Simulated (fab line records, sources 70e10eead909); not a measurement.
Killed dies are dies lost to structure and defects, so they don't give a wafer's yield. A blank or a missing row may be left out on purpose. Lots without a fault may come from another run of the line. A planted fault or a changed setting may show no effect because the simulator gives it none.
Which tool did it? | flow nand_harc | 12 lots, 36 wafers sampled, at 5 steps of a route of 1159

WHAT THE GAUGES READ, wafer by wafer
NHARC_END_SORT_01. Usual: killed_at_array 26, standard deviation 9; killed_at_other 0.8, standard deviation 1.2; killed_at_periphery 3.2, standard deviation 2.3; killed_dies 30, standard deviation 9.1; killed_open 3.5, standard deviation 2; killed_short 1.8, standard deviation 1.4.
lot  | measured     | on        | killed_at_array | killed_at_other | killed_at_periphery | killed_dies | killed_open | killed_short | flag
L320 | day 23 22:32 | prober-02 | 31 29 28        | 0 0 0           | 16 6 5              | 47 35 33    | 5 4 6       | 1 2 0        |

WHICH TOOL RAN EACH LOT (tool, then ch and the chambers of the sampled wafers, then the start)
lot  | NHARC_A_SLIT_ETCH_24               | NHARC_A_WL_FILL_ALD_00           | NHARC_A_WL_FILL_RTA_01           | NHARC_A_WL_FILL_ALD_02
L302 | rie_diel-04 ch 0,2,3, day 14 04:00 | ald_hk-02 ch 1,3, day 14 18:07   | rtp_anneal-01 ch 0, day 14 18:21 | ald_metal-01 ch 1,2, day 14 18:34
L304 | rie_diel-01 ch 0,3, day 14 19:44   | ald_hk-03 ch 0,2,3, day 15 07:44 | rtp_anneal-01 ch 0, day 15 08:01 | ald_metal-04 ch 1,2, day 15 08:14
L307 | rie_diel-10 ch 2,3, day 15 16:16   | ald_hk-01 ch 0,2, day 16 03:45   | rtp_anneal-02 ch 0, day 16 04:01 | ald_metal-01 ch 0,1,2, day 16 04:14
L308 | rie_diel-04 ch 1,2, day 15 16:46   | ald_hk-03 ch 0,1,2, day 16 03:52 | rtp_anneal-02 ch 0, day 16 04:13 | ald_metal-04 ch 0,1,3, day 16 04:33
L310 | rie_diel-10 ch 0,1, day 16 12:59   | ald_hk-02 ch 0,1,3, day 17 01:02 | rtp_anneal-01 ch 0, day 17 01:18 | ald_metal-01 ch 0,1,3, day 17 01:32
L313 | rie_diel-01 ch 0,2, day 16 21:05   | ald_hk-02 ch 0,1, day 17 07:26   | rtp_anneal-02 ch 0, day 17 07:41 | ald_metal-01 ch 0,2,3, day 17 07:59
L315 | rie_diel-10 ch 0,2,3, day 17 18:20 | ald_hk-02 ch 1,3, day 18 03:27   | rtp_anneal-01 ch 0, day 18 04:08 | ald_metal-01 ch 0,1,2, day 18 04:18
L320 | rie_diel-01 ch 2,3, day 18 19:20   | ald_hk-01 ch 2,3, day 19 07:23   | rtp_anneal-01 ch 0, day 19 07:40 | ald_metal-03 ch 1,2,3, day 19 07:57
L321 | rie_diel-01 ch 0,3, day 19 05:38   | ald_hk-03 ch 1,2,3, day 19 17:29 | rtp_anneal-02 ch 0, day 19 17:45 | ald_metal-01 ch 1,2, day 19 17:59
L323 | rie_diel-04 ch 1,2,3, day 19 17:08 | ald_hk-01 ch 0,2,3, day 20 06:23 | rtp_anneal-02 ch 0, day 20 06:39 | ald_metal-04 ch 0,1,2, day 20 06:52
L324 | rie_diel-01 ch 0,2,3, day 19 17:29 | ald_hk-01 ch 0,1,2, day 20 06:36 | rtp_anneal-01 ch 0, day 20 07:23 | ald_metal-03 ch 0,2,3, day 20 07:42
L325 | rie_diel-10 ch 1,2, day 20 16:36   | ald_hk-01 ch 0,1,3, day 21 06:38 | rtp_anneal-02 ch 0, day 21 07:03 | ald_metal-04 ch 1,3, day 21 07:14
- NHARC_A_SLIT_ETCH_24: etches the open film in CF4/CHF3, target depth 121 nm, time 60.5 s.
- NHARC_A_WL_FILL_ALD_00: deposits Al2O3, target thk 3 nm, pulse time 3 s, ald cycles 30.
- NHARC_A_WL_FILL_RTA_01: time 5 s.
- NHARC_A_WL_FILL_ALD_02: deposits TiN, target thk 2 nm, pulse time 3 s, ald cycles 100.

WHAT THE TOOLS THEMSELVES READ (means of the sampled wafers that have a number; where no wafer has one, the mark that the record gives instead)
NHARC_A_SLIT_ETCH_24. Usual: cf4_flow_sccm 100.0 sccm, standard deviation 0.31; drypump_motor_current_A 5.8 A, standard deviation 0.44; mfc_ar_sccm 0.006 sccm, standard deviation 0.0096; oes_product_au 0.959 a.u., standard deviation 0.018; rf_vpp_V 371.8 V, standard deviation 1.8; showerhead_plenum_p_Torr 1.61 Torr, standard deviation 0.049; throttle_valve_pct 16.802 %, standard deviation 0.0095.
lot  | tool        | cf4_flow_sccm (sccm) | drypump_motor_current_A (A) | mfc_ar_sccm (sccm) | oes_product_au (a.u.) | rf_vpp_V (V) | showerhead_plenum_p_Torr (Torr) | throttle_valve_pct (%) | flag
L302 | rie_diel-04 | 100.0                | 5.5                         | 0.002              | 0.974                 | 370.5        | 1.57                            | 16.793                 |
L304 | rie_diel-01 | 99.8                 | 6.4                         | 0.020              | 0.936                 | 372.8        | 1.66                            | 16.801                 |
L307 | rie_diel-10 | 100.1                | 5.3                         | 0.011              | 0.973                 | 374.2        | 1.67                            | 16.807                 |
L308 | rie_diel-04 | 99.8                 | 5.5                         | 0.000              | 0.950                 | 371.6        | 1.59                            | 16.798                 |
L310 | rie_diel-10 | 100.3                | 5.7                         | 0.005              | 0.968                 | 370.1        | 1.56                            | 16.800                 |
L313 | rie_diel-01 | 100.1                | 6.5                         | 0.020              | 0.948                 | 372.2        | 1.63                            | 16.798                 |
L315 | rie_diel-10 | 100.0                | 5.5                         | 0.005              | 0.974                 | 371.6        | 1.62                            | 16.800                 |
L320 | rie_diel-01 | 100.3                | 6.3                         | 0.000              | 0.951                 | 372.0        | 1.59                            | 16.805                 |
L321 | rie_diel-01 | 100.0                | 6.5                         | 0.020              | 0.946                 | 373.5        | 1.66                            | 16.794                 |
L323 | rie_diel-04 | 100.0                | 5.5                         | 0.002              | 0.960                 | 370.7        | 1.59                            | 16.807                 |
L324 | rie_diel-01 | 100.1                | 6.3                         | 0.010              | 0.942                 | 371.8        | 1.61                            | 16.800                 |
L325 | rie_diel-10 | 100.0                | 5.4                         | 0.016              | 0.983                 | 372.5        | 1.64                            | 16.804                 |

NHARC_A_WL_FILL_ALD_00. Usual: heater_power_w 457 W, standard deviation 31; precursor_pulse_height_rel 0.999, standard deviation 0.019.
lot  | tool      | heater_power_w (W) | precursor_pulse_height_rel | flag
L302 | ald_hk-02 | 430                | 0.997                      |
L304 | ald_hk-03 | 462                | 0.988                      |
L307 | ald_hk-01 | 507                | 1.004                      |
L308 | ald_hk-03 | 434                | 0.984                      |
L310 | ald_hk-02 | 434                | 0.994                      |
L313 | ald_hk-02 | 442                | 1.003                      |
L315 | ald_hk-02 | 437                | 0.986                      |
L320 | ald_hk-01 | 496                | 1.013                      |
L321 | ald_hk-03 | 451                | 1.001                      |
L323 | ald_hk-01 | 494                | 1.005                      |
L324 | ald_hk-01 | 482                | 0.997                      |
L325 | ald_hk-01 | 473                | 1.000                      |

NHARC_A_WL_FILL_RTA_01. Usual: lamp_power_pct 31 %, standard deviation 4.4; lamp_zone_2_pct 31 %, standard deviation 4.4; lamp_zone_5_pct 31 %, standard deviation 4.4; lamp_zone_6_pct 31 %, standard deviation 4.4; wafer_temp_C_max 1003.4, standard deviation 0.92.
lot  | tool          | lamp_power_pct (%) | lamp_zone_2_pct (%) | lamp_zone_5_pct (%) | lamp_zone_6_pct (%) | wafer_temp_C_max | flag
L302 | rtp_anneal-01 | 27                 | 27                  | 27                  | 27                  | 1004.2           |
L304 | rtp_anneal-01 | 27                 | 27                  | 27                  | 27                  | 1004.0           |
L307 | rtp_anneal-02 | 36                 | 36                  | 36                  | 36                  | 1003.0           |
L308 | rtp_anneal-02 | 36                 | 36                  | 36                  | 36                  | 1002.9           |
L310 | rtp_anneal-01 | 27                 | 27                  | 27                  | 27                  | 1003.8           |
L313 | rtp_anneal-02 | 36                 | 36                  | 36                  | 35                  | 1002.2           |
L315 | rtp_anneal-01 | 27                 | 27                  | 27                  | 27                  | 1004.3           |
L320 | rtp_anneal-01 | 27                 | 27                  | 27                  | 27                  | 1004.6           |
L321 | rtp_anneal-02 | 36                 | 36                  | 36                  | 35                  | 1003.2           |
L323 | rtp_anneal-02 | 36                 | 36                  | 36                  | 36                  | 1003.3           |
L324 | rtp_anneal-01 | 27                 | 27                  | 27                  | 27                  | 1003.7           |
L325 | rtp_anneal-02 | 36                 | 36                  | 36                  | 36                  | 1002.4           |

NHARC_A_WL_FILL_ALD_02. Usual: heater_power_w 1136 W, standard deviation 150; precursor_pulse_height_rel 1.002, standard deviation 0.02.
lot  | tool         | heater_power_w (W) | precursor_pulse_height_rel | flag
L302 | ald_metal-01 | 1157               | 0.999                      |
L304 | ald_metal-04 | 957                | 0.998                      |
L307 | ald_metal-01 | 1257               | 1.002                      |
L308 | ald_metal-04 | 1009               | 1.006                      |
L310 | ald_metal-01 | 1193               | 1.021                      |
L313 | ald_metal-01 | 1140               | 1.022                      |
L315 | ald_metal-01 | 1251               | 0.993                      |
L320 | ald_metal-03 | 1211               | 1.015                      |
L321 | ald_metal-01 | 1208               | 0.995                      |
L323 | ald_metal-04 | 1075               | 1.026                      |
L324 | ald_metal-03 | 1220               | 0.990                      |
L325 | ald_metal-04 | 949                | 0.994                      |

THE ANSWER, worked out from the rows above alone
Rule: a lot is off if the mean of its wafers that have a number lies more than 3 standard deviations from the usual mean. A lot without any number at a reading at which 4 lots or more have one is off too. The other lots that the step has rows for count as sound. The gauges are gone through in route order, then the tools' own readings, and for those a lot's mean is taken as printed above. The first step at which some lot is off is used, and at that step the reading that is off furthest; a lot without a number counts as furthest.
No lot is off at any reading shown: from this, nothing can be told.

WHAT THE SIMULATOR HAD PUT IN
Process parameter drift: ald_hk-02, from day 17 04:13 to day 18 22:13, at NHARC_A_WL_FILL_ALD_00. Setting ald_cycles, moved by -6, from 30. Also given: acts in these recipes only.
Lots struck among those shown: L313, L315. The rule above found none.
